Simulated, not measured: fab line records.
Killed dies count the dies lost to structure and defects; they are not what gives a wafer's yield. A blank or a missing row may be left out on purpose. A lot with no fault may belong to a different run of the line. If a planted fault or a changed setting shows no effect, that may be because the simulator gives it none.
fab line records	flow n5_finfet
[record] lots = 24	wafers = 72	last_day = 17
route steps=1938 shown FIN_SAQP@124 DUMMY_GATE@244 SD_EPI_P@304 ILD0@346
lots with no fault: from the same line, run without faults
start_h: the number of hours between the record's first day and the start of the first shown wafer of the lot	wait_h: hours from the lot's prior step to this one	" identical to the entry in the row above	L1.1+2: one row covering several wafers at once	- no value, or no start was given	* or withheld: withheld	< > ~ a bound
route shown NAME@n: a module of which the file shows steps, and the number in the route of the first	usual: average and standard deviation across the fault-free wafers	same: alike in all rows	chamber/n: place in a boat	sites: readings site by site	_std_site: how widely they spread, as a standard deviation	_edge_site: mean of outer sites minus mean of inner sites	radius_mm: how far each site lies from the wafer's centre	mask NAME#n: copy n	behind: the most recent tool/chamber to have shaped the wafer	hold: what put the lot on hold/how long, in hours/how the hold closed	device: which transistor (n, p or np) failed to switch	end of line: tests run on the same wafers once the route is complete	a step given without rows: its recipe and nothing more	killed: at the first sort, the dies lost to defects and structure; wafer yield is something else	map: the dies of a wafer, with x for killed, . for not killed, _ for no die there
set.NAME: the setting as run; set.NAME@STEP: as run at that earlier step	model.NAME: the simulator's own value behind a step, which no gauge read
the route's steps for a sample of lots (tables are steps, rows are wafers)
services: a tool's chamber out of use, with start hour (start_h, from the record's first day; less than 0 if before it), hours out, and reason
[[steps]]
[step N5_FIN_SAQP_RECESS_75]
[recipe] chemistry = HF/NH3	target = SiO2	target_depth_a = 144	afs_cycles = 3	temp_c = 30	sublimation_temp_c = 180	sublimation_time_s = 60
[usual] drypump_motor_current_A = 5.6/0.42
[same] afs_cycles = 3
lot.wafer	tool	chamber	start_h	wait_h	drypump_motor_current_A
L074.1	vapor_etch-01	0	22.94	0.0	5.8
L074.3	"	0	"	"	5.8
L074.6	"	1	"	"	6.2
L075.1	vapor_etch-02	0	28.42	0.0	5.2
L075.3	"	1	"	"	5.4
L075.6	"	0	"	"	5.2
L076.1	vapor_etch-01	0	35.46	0.0	5.8
L076.4	"	1	"	"	6.3
L076.6	"	1	"	"	6.3
L077.2	vapor_etch-02	0	40.82	0.0	5.2
L077.3	"	0	"	"	5.2
L077.5	"	1	"	"	5.3
L078.1	vapor_etch-01	1	47.10	0.0	6.2
L078.2	"	0	"	"	5.8
L078.5	"	1	"	"	6.2
L079.2	vapor_etch-02	0	53.88	0.0	5.2
L079.4	"	0	"	"	5.2
L079.6	"	1	"	"	5.3
L080.1	vapor_etch-01	1	60.05	0.0	6.2
L080.4	"	0	"	"	5.8
L080.5	"	1	"	"	6.2
L081.3	vapor_etch-02	1	66.69	0.1	5.4
L081.5	"	0	"	"	5.2
L081.6	"	1	"	"	5.4
L082.1	vapor_etch-02	1	72.12	0.0	5.3
L082.2	"	0	"	"	5.2
L082.5	"	0	"	"	5.2
L083.2	vapor_etch-01	0	77.65	0.0	5.9
L083.3	"	1	"	"	6.2
L083.4	"	0	"	"	5.9
L084.1	vapor_etch-02	1	83.37	0.0	5.4
L084.2	"	0	"	"	5.2
L084.3	"	0	"	"	5.1
L085.1	vapor_etch-01	0	90.48	0.0	5.9
L085.2	"	1	"	"	6.2
L085.3	"	1	"	"	6.2
L086.1	vapor_etch-02	1	96.90	0.0	5.3
L086.2	"	0	"	"	5.2
L086.4	"	1	"	"	5.3
L087.1	vapor_etch-01	1	101.87	0.0	6.2
L087.5	"	1	"	"	6.2
L087.6	"	0	"	"	5.8
L088.2	vapor_etch-02	0	107.95	0.0	5.2
L088.3	"	1	"	"	5.4
L088.5	"	1	"	"	5.4
L089.2	vapor_etch-01	1	114.24	0.0	6.2
L089.5	"	0	"	"	5.8
L089.6	"	1	"	"	6.2
L090.1	vapor_etch-01	0	119.29	0.0	5.8
L090.3	"	1	"	"	6.3
L090.4	"	0	"	"	5.8
L091.1	vapor_etch-01	0	125.26	0.0	5.8
L091.2	"	1	"	"	6.2
L091.6	"	0	"	"	5.8
L092.1	vapor_etch-01	0	130.87	0.0	5.8
L092.2	"	1	"	"	6.2
L092.4	"	0	"	"	5.9
L093.2	vapor_etch-02	0	136.85	0.0	5.1
L093.5	"	0	"	"	5.2
L093.6	"	1	"	"	5.3
L094.3	vapor_etch-02	1	143.96	0.4	5.3
L094.4	"	0	"	"	5.2
L094.5	"	0	"	"	5.2
L095.1	vapor_etch-01	0	149.16	0.1	5.9
L095.2	"	1	"	"	6.3
L095.6	"	1	"	"	6.3
L096.1	vapor_etch-02	1	155.14	0.0	5.3
L096.2	"	0	"	"	5.1
L096.5	"	1	"	"	5.4
L097.1	vapor_etch-02	1	160.99	0.0	5.3
L097.2	"	0	"	"	5.2
L097.5	"	0	"	"	5.1
[step N5_FIN_SAQP_ETCH_69]
[recipe] chemistry = N2/H2	target = SOC	target_depth_a = 1500	stop_on = SiNx	ion_energy_ev = 100	bias_w = 61	pressure_mtorr = 30	source_w = 850	n2_flow_sccm = 200	h2_flow_sccm = 200
[usual] drypump_motor_current_A = 5.7/0.41	oes_product_au = 0.76/0.066	rf_vpp_V = 240.6/1.2	showerhead_plenum_p_Torr = 2.51/0.069	throttle_valve_pct = 17.79/0.24
lot.wafer	tool	chamber	start_h	wait_h	drypump_motor_current_A	oes_product_au	rf_hours_counter_h	rf_vpp_V	showerhead_plenum_p_Torr	throttle_valve_pct
L074.1	rie_diel-05	3	24.98	-	5.2	0.70	208	240.1	2.51	18.12
L074.3	"	1	"	"	5.2	0.75	142	241.9	2.55	17.84
L074.6	"	0	"	"	5.7	0.76	-	240.3	2.54	17.74
L075.1	rie_diel-05	2	31.25	-	5.7	0.78	133	242.7	2.65	17.38
L075.3	"	1	"	"	5.2	0.75	143	240.5	2.55	17.84
L075.6	"	1	"	"	5.2	0.76	-	240.1	2.55	17.84
L076.1	rie_diel-06	0	37.53	-	5.1	0.73	180	243.2	2.63	17.95
L076.4	"	2	"	"	5.6	0.69	208	240.2	2.42	17.80
L076.6	"	3	"	"	6.4	0.74	-	238.7	2.43	17.63
L077.2	rie_diel-03	3	43.14	-	5.6	0.67	244	240.5	2.50	18.02
L077.3	"	2	"	"	6.2	0.78	117	239.5	2.47	17.88
L077.5	"	1	"	"	5.3	0.68	-	240.9	2.62	18.22
L078.1	rie_diel-03	3	49.15	-	5.6	0.67	246	239.9	2.50	18.02
L078.2	"	2	"	"	6.2	0.77	119	239.5	2.46	17.87
L078.5	"	2	"	"	6.2	0.77	-	239.1	2.46	17.89
L079.2	rie_diel-03	2	55.94	-	6.2	0.78	122	239.6	2.46	17.90
L079.4	"	1	"	"	5.3	0.68	227	243.2	2.62	18.22
L079.6	"	2	"	"	6.2	0.78	-	239.1	2.46	17.90
L080.1	rie_diel-03	0	62.13	-	6.1	0.85	58	240.1	2.47	17.60
L080.4	"	2	"	"	6.2	0.77	-	239.9	2.46	17.91
L080.5	"	0	"	"	6.1	0.85	-	238.4	2.47	17.60
L081.3	rie_diel-05	2	68.63	-	5.7	0.76	149	242.4	2.64	17.40
L081.5	"	2	"	"	5.7	0.76	-	240.9	2.64	17.42
L081.6	"	3	"	"	5.2	0.69	-	240.0	2.51	18.16
L082.1	rie_diel-06	1	74.14	-	5.4	0.80	96	242.3	2.55	17.33
L082.2	"	3	"	"	6.4	0.73	163	239.2	2.43	17.65
L082.5	"	2	"	"	5.6	0.68	-	238.4	2.42	17.81
L083.2	rie_diel-06	2	79.67	-	5.7	0.68	220	239.4	2.41	17.82
L083.3	"	3	"	"	6.4	0.73	165	238.6	2.43	17.67
L083.4	"	1	"	"	5.4	0.79	99	241.0	2.55	17.33
L084.1	rie_diel-05	0	85.71	-	5.7	0.73	161	241.2	2.53	17.79
L084.2	"	3	"	"	5.2	0.68	235	239.4	2.50	18.16
L084.3	"	1	"	"	5.2	0.74	152	240.7	2.54	17.84
L085.1	rie_diel-05	1	92.64	-	5.2	0.74	155	240.7	2.54	17.84
L085.2	"	0	"	"	5.7	0.74	164	239.5	2.53	17.78
L085.3	"	3	"	"	5.2	0.68	238	239.7	2.50	18.16
L086.1	rie_diel-05	0	99.19	-	5.7	0.73	166	239.6	2.53	17.79
L086.2	"	1	"	"	5.1	0.74	157	240.7	2.54	17.88
L086.4	"	3	"	"	5.2	0.68	240	240.4	2.50	18.19
L087.1	rie_diel-05	2	104.02	-	5.7	0.75	163	240.7	2.64	17.42
L087.5	"	1	"	"	5.2	0.74	-	240.5	2.54	17.86
L087.6	"	0	"	"	5.7	0.73	-	239.0	2.53	17.78
L088.2	rie_diel-03	0	110.29	-	6.1	0.82	74	239.5	2.46	17.62
L088.3	"	1	"	"	5.3	0.66	246	242.1	2.61	18.25
L088.5	"	0	"	"	6.1	0.83	-	240.1	2.46	17.64
L089.2	rie_diel-05	0	116.56	-	5.7	0.73	173	240.6	2.53	17.79
L089.5	"	1	"	"	5.2	0.74	-	240.1	2.54	17.88
L089.6	"	0	"	"	5.7	0.73	-	239.8	2.53	17.79
L090.1	rie_diel-03	2	121.41	-	6.2	0.75	145	241.3	2.45	17.94
L090.3	"	0	"	"	6.1	0.83	79	240.3	2.46	17.63
L090.4	"	2	"	"	6.2	0.76	-	240.3	2.45	17.94
L091.1	rie_diel-03	0	127.35	-	6.1	0.82	81	239.9	2.46	17.64
L091.2	"	2	"	"	6.2	0.75	148	239.3	2.45	17.95
L091.6	"	2	"	"	6.2	0.75	-	239.4	2.45	17.93
L092.1	rie_diel-03	3	133.54	-	5.6	0.91	22	241.4	2.49	17.65
L092.2	"	2	"	"	6.2	0.75	151	238.7	2.45	17.94
L092.4	"	3	"	"	5.6	0.91	-	240.3	2.49	17.67
L093.2	rie_diel-06	3	138.98	-	6.4	0.72	181	240.0	2.42	17.69
L093.5	"	2	"	"	5.7	0.66	-	240.4	2.41	17.84
L093.6	"	1	"	"	5.4	0.78	-	240.9	2.54	17.37
L094.3	rie_diel-03	0	146.80	-	6.1	0.81	91	241.0	2.45	17.65
L094.4	"	2	"	"	6.2	0.74	-	238.5	2.45	17.96
L094.5	"	3	"	"	5.6	0.89	-	240.6	2.49	17.67
L095.1	rie_diel-03	2	152.43	-	6.2	0.74	160	238.7	2.45	17.96
L095.2	"	0	"	"	6.1	0.81	93	238.9	2.45	17.67
L095.6	"	2	"	"	6.2	0.75	-	239.7	2.45	17.96
L096.1	rie_diel-06	3	157.24	-	6.5	0.71	189	239.6	2.41	17.71
L096.2	"	2	"	"	5.7	0.66	250	238.6	2.40	17.86
L096.5	"	2	"	"	5.7	0.66	-	239.5	2.40	17.86
L097.1	rie_diel-06	1	163.01	-	5.4	0.77	130	240.5	2.54	17.40
L097.2	"	0	"	"	5.0	0.69	228	240.8	2.61	18.02
L097.5	"	0	"	"	5.0	0.69	-	241.7	2.61	18.01
[step N5_FIN_SAQP_SPACER2_ETCHBACK_29]
[recipe] chemistry = CHF3/O2	mode = anisotropic_etchback	target = SiO2	target_depth_a = 122	time_s = 6.1	pressure_mtorr = 30	source_w = 650	bias_w = 170	Ar_flow_sccm = 200	CHF3_flow_sccm = 50	O2_flow_sccm = 5	ion_energy_ev = 200
[usual] drypump_motor_current_A = 5.7/0.43	oes_product_au = 0.76/0.069	rf_vpp_V = 525/10	showerhead_plenum_p_Torr = 2.38/0.069	throttle_valve_pct = 18.89/0.19
lot.wafer	tool	chamber	start_h	wait_h	drypump_motor_current_A	oes_product_au	rf_hours_counter_h	rf_vpp_V	showerhead_plenum_p_Torr	throttle_valve_pct
L074.1	rie_diel-03	1	25.89	0.5	5.3	0.70	218	542	2.47	19.18
L074.3	"	3	"	"	5.6	0.68	239	528	2.38	19.11
L074.6	"	2	"	"	6.2	0.79	-	522	2.33	18.82
L075.1	rie_diel-06	3	33.28	0.2	6.4	0.75	148	524	2.32	18.80
L075.3	"	1	"	"	5.4	0.83	82	523	2.42	18.50
L075.6	"	2	"	"	5.7	0.69	-	508	2.28	18.84
L076.1	rie_diel-03	0	38.25	0.2	6.1	0.88	50	523	2.36	18.84
L076.4	"	3	"	"	5.6	0.69	242	530	2.38	19.11
L076.6	"	3	"	"	5.6	0.67	-	529	2.38	19.11
L077.2	rie_diel-05	1	43.77	0.2	5.2	0.75	149	522	2.41	18.89
L077.3	"	2	"	"	5.7	0.79	136	542	2.53	18.57
L077.5	"	0	"	"	5.7	0.75	-	507	2.41	18.92
L078.1	rie_diel-03	3	49.79	0.2	5.6	0.67	246	530	2.38	19.13
L078.2	"	2	"	"	6.2	0.78	119	522	2.33	18.82
L078.5	"	0	"	"	6.1	0.87	-	522	2.36	18.86
L079.2	rie_diel-03	0	56.58	0.2	6.1	0.87	55	521	2.36	18.85
L079.4	"	2	"	"	6.2	0.80	122	523	2.32	18.84
L079.6	"	1	"	"	5.3	0.68	-	542	2.47	19.18
L080.1	rie_diel-03	0	62.76	0.2	6.1	0.86	58	522	2.36	18.88
L080.4	"	0	"	"	6.1	0.87	-	522	2.36	18.86
L080.5	"	1	"	"	5.3	0.68	-	542	2.47	19.19
L081.3	rie_diel-06	3	70.24	0.2	6.4	0.74	162	523	2.31	18.82
L081.5	"	1	"	"	5.4	0.81	-	520	2.42	18.52
L081.6	"	2	"	"	5.7	0.69	-	509	2.28	18.86
L082.1	rie_diel-03	0	74.77	0.2	6.1	0.86	63	521	2.35	18.86
L082.2	"	2	"	"	6.2	0.78	129	522	2.32	18.88
L082.5	"	0	"	"	6.1	0.86	-	522	2.35	18.87
L083.2	rie_diel-06	3	80.39	0.2	6.4	0.74	165	524	2.31	18.80
L083.3	"	0	"	"	5.1	0.72	196	538	2.49	19.04
L083.4	"	2	"	"	5.6	0.68	220	508	2.28	18.85
L084.1	rie_diel-05	2	86.34	0.2	5.7	0.77	156	540	2.52	18.61
L084.2	"	0	"	"	5.7	0.74	161	507	2.40	18.94
L084.3	"	3	"	"	5.2	0.69	235	533	2.38	19.29
L085.1	rie_diel-06	1	94.83	0.2	5.4	0.80	103	520	2.42	18.54
L085.2	"	2	"	"	5.7	0.68	224	508	2.28	18.88
L085.3	"	0	"	"	5.0	0.72	200	537	2.49	19.05
L086.1	rie_diel-03	0	99.98	0.2	6.1	0.85	71	523	2.35	18.86
L086.2	"	3	"	"	5.6	0.97	8	530	2.37	18.77
L086.4	"	2	"	"	6.2	0.77	138	523	2.32	18.85
L087.1	rie_diel-05	3	104.65	0.2	5.2	0.69	242	533	2.38	19.29
L087.5	"	0	"	"	5.7	0.74	-	506	2.40	18.94
L087.6	"	1	"	"	5.2	0.75	-	523	2.40	18.90
L088.2	rie_diel-05	3	110.92	0.2	5.2	0.69	244	533	2.38	19.31
L088.3	"	0	"	"	5.7	0.73	171	508	2.40	18.96
L088.5	"	1	"	"	5.2	0.74	-	524	2.40	18.91
L089.2	rie_diel-06	1	117.19	0.2	5.4	0.79	113	521	2.41	18.54
L089.5	"	3	"	"	6.4	0.74	-	523	2.31	18.82
L089.6	"	2	"	"	5.6	0.67	-	508	2.27	18.89
L090.1	rie_diel-06	2	122.04	0.2	5.7	0.68	236	509	2.27	18.88
L090.3	"	3	"	"	6.4	0.73	174	525	2.31	18.82
L090.4	"	0	"	"	5.0	0.71	211	540	2.48	19.05
L091.1	rie_diel-05	0	127.98	0.2	5.7	0.75	176	506	2.40	18.97
L091.2	"	2	"	"	5.7	0.76	172	541	2.51	18.62
L091.6	"	2	"	"	5.6	0.76	-	541	2.51	18.61
L092.1	rie_diel-03	3	134.19	0.2	5.6	0.92	22	527	2.37	18.80
L092.2	"	2	"	"	6.2	0.75	151	524	2.31	18.89
L092.4	"	3	"	"	5.6	0.93	-	530	2.37	18.78
L093.2	rie_diel-03	2	140.04	0.5	6.2	0.76	154	522	2.31	18.88
L093.5	"	0	"	"	6.1	0.82	-	522	2.34	18.92
L093.6	"	2	"	"	6.2	0.75	-	522	2.31	18.87
L094.3	rie_diel-06	2	148.47	0.2	5.7	0.68	247	509	2.27	18.93
L094.4	"	0	"	"	5.0	0.71	222	539	2.48	19.09
L094.5	"	1	"	"	5.4	0.79	-	520	2.41	18.57
L095.1	rie_diel-03	3	153.07	0.2	5.6	0.91	31	529	2.36	18.80
L095.2	"	2	"	"	6.2	0.76	160	522	2.31	18.90
L095.6	"	3	"	"	5.6	0.91	-	529	2.36	18.79
L096.1	rie_diel-06	0	158.01	0.3	5.1	0.70	226	537	2.48	19.08
L096.2	"	3	"	"	6.4	0.72	189	524	2.30	18.86
L096.5	"	0	"	"	5.1	0.70	-	537	2.48	19.09
L097.1	rie_diel-06	0	163.64	0.2	5.1	0.70	229	539	2.48	19.09
L097.2	"	1	"	"	5.4	0.77	131	521	2.41	18.58
L097.5	"	1	"	"	5.4	0.78	-	522	2.41	18.59
[step N5_DUMMY_GATE_STRIP_41]
[recipe] chemistry = O2	power_w = 400	temp_c = 40	pressure_mtorr = 30	rf_frequency_hz = 6e+07	bias_power_w = 0	overash_fraction = 0.3	o2_flow_sccm = 225
[usual] drypump_motor_current_A = 5.6/0.5	oes_product_au = 0.78/0.093	rf_vpp_V = 3.7/0.51	showerhead_plenum_p_Torr = 2.12/0.065	throttle_valve_pct = 16.63/0.17
lot.wafer	tool	chamber	start_h	wait_h	drypump_motor_current_A	oes_product_au	rf_hours_counter_h	rf_vpp_V	showerhead_plenum_p_Torr	throttle_valve_pct
L074.1	rie_diel-02	0	46.38	0.0	6.5	0.72	202	3.9	2.15	16.43
L074.3	"	2	"	"	5.1	0.75	165	3.3	2.09	16.51
L074.6	"	0	"	"	6.5	0.72	-	3.7	2.15	16.46
L075.1	rie_diel-01	0	57.39	0.0	5.3	0.90	37	3.6	2.24	16.57
L075.3	"	1	"	"	5.9	0.70	220	4.0	2.07	16.61
L075.6	"	0	"	"	5.3	0.90	-	4.2	2.24	16.56
L076.1	rie_diel-02	0	58.99	0.0	6.5	0.70	209	4.1	2.15	16.45
L076.4	"	1	"	"	5.6	0.79	-	3.9	2.19	16.73
L076.6	"	0	"	"	6.5	0.71	-	2.8	2.15	16.45
L077.2	rie_diel-02	0	66.22	0.0	6.5	0.71	213	3.9	2.15	16.46
L077.3	"	3	"	"	5.0	0.95	6	5.2	2.05	16.55
L077.5	"	1	"	"	5.6	0.79	-	2.8	2.19	16.73
L078.1	rie_diel-02	2	73.03	0.0	5.1	0.75	173	4.1	2.09	16.54
L078.2	"	0	"	"	6.5	0.70	216	3.5	2.15	16.47
L078.5	"	2	"	"	5.1	0.75	-	3.7	2.09	16.53
L079.2	rie_diel-02	0	78.43	0.0	6.4	0.70	217	3.7	2.15	16.46
L079.4	"	2	"	"	5.1	0.74	174	4.3	2.09	16.52
L079.6	"	1	"	"	5.6	0.77	-	4.3	2.19	16.74
L080.1	rie_diel-01	2	83.21	0.0	5.4	0.74	146	3.5	2.10	16.79
L080.4	"	1	"	"	6.0	0.69	228	3.0	2.07	16.60
L080.5	"	0	"	"	5.3	0.88	-	3.2	2.23	16.59
L081.3	rie_diel-01	3	91.73	0.0	5.7	0.73	168	3.4	2.17	16.57
L081.5	"	2	"	"	5.4	0.73	-	3.4	2.10	16.80
L081.6	"	1	"	"	6.0	0.69	-	2.6	2.07	16.60
L082.1	rie_diel-02	0	95.03	0.0	6.5	0.71	222	3.9	2.15	16.47
L082.2	"	1	"	"	5.6	0.77	129	4.0	2.19	16.73
L082.5	"	3	"	"	5.0	0.92	-	3.6	2.05	16.56
L083.2	rie_diel-04	3	101.14	0.0	5.9	0.72	186	3.5	2.00	17.04
L083.3	"	0	"	"	5.4	0.68	254	3.8	2.07	16.88
L083.4	"	3	"	"	5.9	0.73	-	3.3	2.00	17.05
L084.1	rie_diel-01	0	110.50	0.0	5.3	0.86	55	4.2	2.23	16.61
L084.2	"	1	"	"	6.0	0.69	236	3.9	2.07	16.62
L084.3	"	3	"	"	5.7	0.71	174	3.6	2.16	16.57
L085.1	rie_diel-02	2	115.44	0.0	5.1	0.74	184	4.5	2.09	16.54
L085.2	"	1	"	"	5.6	0.77	136	3.0	2.19	16.75
L085.3	"	3	"	"	4.9	0.92	21	3.4	2.05	16.56
L086.1	rie_diel-01	3	121.00	0.0	5.7	0.71	177	3.7	2.16	16.61
L086.2	"	2	"	"	5.4	0.73	158	4.3	2.10	16.80
L086.4	"	1	"	"	6.0	0.68	239	3.2	2.07	16.64
L087.1	rie_diel-02	3	127.22	0.0	4.9	0.91	24	3.8	2.05	16.58
L087.5	"	0	"	"	6.5	0.69	-	2.6	2.14	16.49
L087.6	"	3	"	"	5.0	0.90	-	3.3	2.05	16.56
L088.2	rie_diel-04	3	131.48	0.0	5.9	0.72	198	4.6	2.00	17.06
L088.3	"	2	"	"	4.7	0.96	6	3.6	2.22	16.35
L088.5	"	3	"	"	5.9	0.71	-	4.0	2.00	17.06
L089.2	rie_diel-01	2	137.31	0.0	5.4	0.72	164	3.6	2.09	16.82
L089.5	"	2	"	"	5.4	0.72	-	3.5	2.09	16.80
L089.6	"	1	"	"	6.0	0.67	-	2.4	2.06	16.63
L090.1	rie_diel-02	3	142.98	0.0	4.9	0.88	29	2.9	2.04	16.56
L090.3	"	1	"	"	5.6	0.76	145	3.7	2.18	16.77
L090.4	"	2	"	"	5.1	0.72	192	3.3	2.09	16.55
L091.1	rie_diel-02	3	148.02	0.0	5.0	0.89	30	3.7	2.04	16.58
L091.2	"	0	"	"	6.5	0.70	239	4.1	2.14	16.50
L091.6	"	0	"	"	6.6	0.70	-	3.5	2.14	16.51
L092.1	rie_diel-01	0	158.06	0.0	5.3	0.86	69	3.6	2.22	16.65
L092.2	"	2	"	"	5.4	0.71	171	3.7	2.09	16.83
L092.4	"	3	"	"	5.7	0.70	-	3.2	2.16	16.59
L093.2	rie_diel-01	2	160.50	0.0	5.4	0.72	172	3.0	2.09	16.83
L093.5	"	0	"	"	5.3	0.85	-	3.3	2.22	16.63
L093.6	"	3	"	"	5.7	0.71	-	3.3	2.16	16.60
L094.3	rie_diel-04	0	169.64	0.0	5.4	0.95	12	4.0	2.07	16.44
L094.4	"	1	"	"	5.1	0.69	247	3.4	2.13	16.63
L094.5	"	1	"	"	5.1	0.69	-	3.6	2.13	16.63
L095.1	rie_diel-04	0	173.66	0.0	5.4	0.94	13	3.7	2.06	16.44
L095.2	"	1	"	"	5.1	0.69	248	3.8	2.13	16.62
L095.6	"	0	"	"	5.4	0.95	-	4.1	2.06	16.45
L096.1	rie_diel-04	2	180.57	0.0	4.7	0.91	23	3.3	2.22	16.38
L096.2	"	0	"	"	5.4	0.93	15	3.7	2.06	16.46
L096.5	"	2	"	"	4.7	0.91	-	3.6	2.22	16.37
L097.1	rie_diel-01	1	184.35	0.0	6.0	0.99	4	3.1	2.06	16.11
L097.2	"	0	"	"	5.3	0.83	79	3.9	2.22	16.64
L097.5	"	3	"	"	5.7	0.69	-	4.6	2.16	16.60
[step N5_SD_EPI_P_OVL_MEAS_10]
[recipe] points_per_wafer = 44
[usual] SD_P_BLK_OVL = -0.7/0.81
lot.wafer	tool	chamber	start_h	wait_h	SD_P_BLK_OVL[nm]
L074.1	overlay-01	0	54.18	0.0	-1.3
L074.3	"	0	"	"	-0.4
L074.6	"	0	"	"	0.0
L075.1	overlay-01	0	64.76	0.0	-0.6
L075.3	"	0	"	"	0.2
L075.6	"	0	"	"	-0.3
L076.1	overlay-01	0	65.89	0.0	-1.6
L076.4	"	0	"	"	0.3
L076.6	"	0	"	"	-0.5
L077.2	overlay-01	0	74.11	0.0	0.3
L077.3	"	0	"	"	-0.6
L077.5	"	0	"	"	0.2
L078.1	overlay-02	0	79.99	0.0	-1.6
L078.2	"	0	"	"	-0.3
L078.5	"	0	"	"	-2.4
L079.2	overlay-02	0	86.46	0.0	-0.5
L079.4	"	0	"	"	-0.8
L079.6	"	0	"	"	-0.1
L080.1	overlay-02	0	89.93	0.0	-1.7
L080.4	"	0	"	"	-0.8
L080.5	"	0	"	"	-1.7
L081.3	overlay-02	0	97.77	0.0	-1.3
L081.5	"	0	"	"	-1.5
L081.6	"	0	"	"	-1.0
L082.1	overlay-02	0	101.37	0.0	-0.7
L082.2	"	0	"	"	-1.1
L082.5	"	0	"	"	-1.1
L083.2	overlay-01	0	108.82	0.0	0.4
L083.3	"	0	"	"	-0.2
L083.4	"	0	"	"	-0.1
L084.1	overlay-02	0	116.65	0.0	-1.0
L084.2	"	0	"	"	-1.7
L084.3	"	0	"	"	-1.1
L085.1	overlay-02	0	121.76	0.0	-0.5
L085.2	"	0	"	"	0.6
L085.3	"	0	"	"	0.0
L086.1	overlay-02	0	127.27	0.0	0.6
L086.2	"	0	"	"	0.5
L086.4	"	0	"	"	0.4
L087.1	overlay-02	0	133.45	0.0	-1.3
L087.5	"	0	"	"	-1.3
L087.6	"	0	"	"	-1.8
L088.2	overlay-02	0	138.46	0.0	-1.5
L088.3	"	0	"	"	0.1
L088.5	"	0	"	"	0.1
L089.2	overlay-01	0	144.07	0.0	-0.5
L089.5	"	0	"	"	-0.3
L089.6	"	0	"	"	-1.4
L090.1	overlay-01	0	150.15	0.0	-1.0
L090.3	"	0	"	"	-0.9
L090.4	"	0	"	"	0.0
L091.1	overlay-02	0	155.85	0.0	-1.8
L091.2	"	0	"	"	0.3
L091.6	"	0	"	"	0.0
L092.1	overlay-01	0	164.45	0.0	-1.3
L092.2	"	0	"	"	-1.5
L092.4	"	0	"	"	-1.7
L093.2	overlay-01	0	167.01	0.0	-1.9
L093.5	"	0	"	"	-0.5
L093.6	"	0	"	"	-1.1
L094.3	overlay-01	0	176.83	0.0	-0.1
L094.4	"	0	"	"	-0.7
L094.5	"	0	"	"	0.4
L095.1	overlay-02	0	179.92	0.0	0.8
L095.2	"	0	"	"	-1.1
L095.6	"	0	"	"	-0.7
L096.1	overlay-01	0	187.63	0.0	-1.5
L096.2	"	0	"	"	-0.6
L096.5	"	0	"	"	-0.7
L097.1	overlay-02	0	191.71	0.0	0.5
L097.2	"	0	"	"	-1.0
L097.5	"	0	"	"	0.6
[step N5_ILD0_INSPECT_06]
[recipe] inspect_instrument = darkfield	mode = post_cmp
[usual] raw_defect_count = 37/15
lot.wafer	tool	chamber	start_h	wait_h	raw_defect_count
L074.1	defect_inspect-01	-	66.81	0.0	35
L074.3	"	-	"	"	61
L074.6	"	-	"	"	21
L075.1	defect_inspect-02	-	76.65	0.0	37
L075.3	"	-	"	"	19
L075.6	"	-	"	"	38
L076.1	defect_inspect-01	-	77.32	0.0	15
L076.4	"	-	"	"	20
L076.6	"	-	"	"	21
L077.2	defect_inspect-01	-	84.95	0.0	40
L077.3	"	-	"	"	53
L077.5	"	-	"	"	33
L078.1	defect_inspect-02	-	91.10	0.0	34
L078.2	"	-	"	"	55
L078.5	"	-	"	"	36
L079.2	defect_inspect-01	-	98.13	0.0	56
L079.4	"	-	"	"	33
L079.6	"	-	"	"	43
L080.1	defect_inspect-02	-	101.77	0.0	33
L080.4	"	-	"	"	38
L080.5	"	-	"	"	56
L081.3	defect_inspect-02	-	108.97	0.0	19
L081.5	"	-	"	"	32
L081.6	"	-	"	"	36
L082.1	defect_inspect-01	-	114.72	0.0	18
L082.2	"	-	"	"	39
L082.5	"	-	"	"	35
L083.2	defect_inspect-01	-	120.33	0.0	58
L083.3	"	-	"	"	35
L083.4	"	-	"	"	64
L084.1	defect_inspect-02	-	127.57	0.0	35
L084.2	"	-	"	"	26
L084.3	"	-	"	"	36
L085.1	defect_inspect-01	-	134.01	0.0	27
L085.2	"	-	"	"	68
L085.3	"	-	"	"	43
L086.1	defect_inspect-02	-	138.18	0.0	41
L086.2	"	-	"	"	23
L086.4	"	-	"	"	47
L087.1	defect_inspect-02	-	145.36	0.0	28
L087.5	"	-	"	"	21
L087.6	"	-	"	"	36
L088.2	defect_inspect-01	-	150.97	0.0	31
L088.3	"	-	"	"	41
L088.5	"	-	"	"	46
L089.2	defect_inspect-02	-	156.20	0.0	40
L089.5	"	-	"	"	22
L089.6	"	-	"	"	39
L090.1	defect_inspect-01	-	162.08	0.0	15
L090.3	"	-	"	"	27
L090.4	"	-	"	"	44
L091.1	defect_inspect-02	-	166.80	0.0	33
L091.2	"	-	"	"	19
L091.6	"	-	"	"	51
L092.1	defect_inspect-02	-	175.30	0.0	46
L092.2	"	-	"	"	22
L092.4	"	-	"	"	33
L093.2	defect_inspect-02	-	177.85	0.0	34
L093.5	"	-	"	"	20
L093.6	"	-	"	"	37
L094.3	defect_inspect-01	-	188.48	0.0	65
L094.4	"	-	"	"	48
L094.5	"	-	"	"	26
L095.1	defect_inspect-01	-	191.78	0.0	18
L095.2	"	-	"	"	24
L095.6	"	-	"	"	9
L096.1	defect_inspect-01	-	198.43	0.0	35
L096.2	"	-	"	"	33
L096.5	"	-	"	"	54
L097.1	defect_inspect-01	-	202.72	0.0	35
L097.2	"	-	"	"	18
L097.5	"	-	"	"	36
[[services]]
tool	chamber	start_h	hours	kind
rie_diel-01	3	2.64	8.7	repair
rie_diel-02	0	14.89	8.3	repair
rie_diel-02	-	17.60	3.3	repair
rie_diel-02	-	24.75	2.8	pm
rie_diel-02	3	32.22	3.4	repair
rie_diel-05	2	35.44	5.7	repair
rie_diel-06	2	42.20	6.6	repair
rie_diel-01	0	42.37	4.5	repair
rie_diel-04	-	44.68	15.6	pm
rie_diel-05	1	45.20	32.4	repair
rie_diel-05	0	48.06	9.0	repair
rie_diel-01	0	51.11	3.1	repair
rie_diel-02	2	57.22	10.9	repair
rie_diel-03	3	60.97	-	clean
rie_diel-03	3	60.97	-	consumable_replace:focus_ring
rie_diel-02	-	84.23	0.9	repair
rie_diel-02	2	87.37	1.3	repair
rie_diel-02	1	89.59	5.3	repair
rie_diel-01	1	91.99	3.6	repair
rie_diel-06	3	94.68	12.9	repair
rie_diel-02	2	94.72	4.8	repair
vapor_etch-01	1	137.75	11.0	repair
rie_diel-05	2	169.34	16.3	repair
rie_diel-05	0	170.33	5.8	repair
[[key]]
fault none
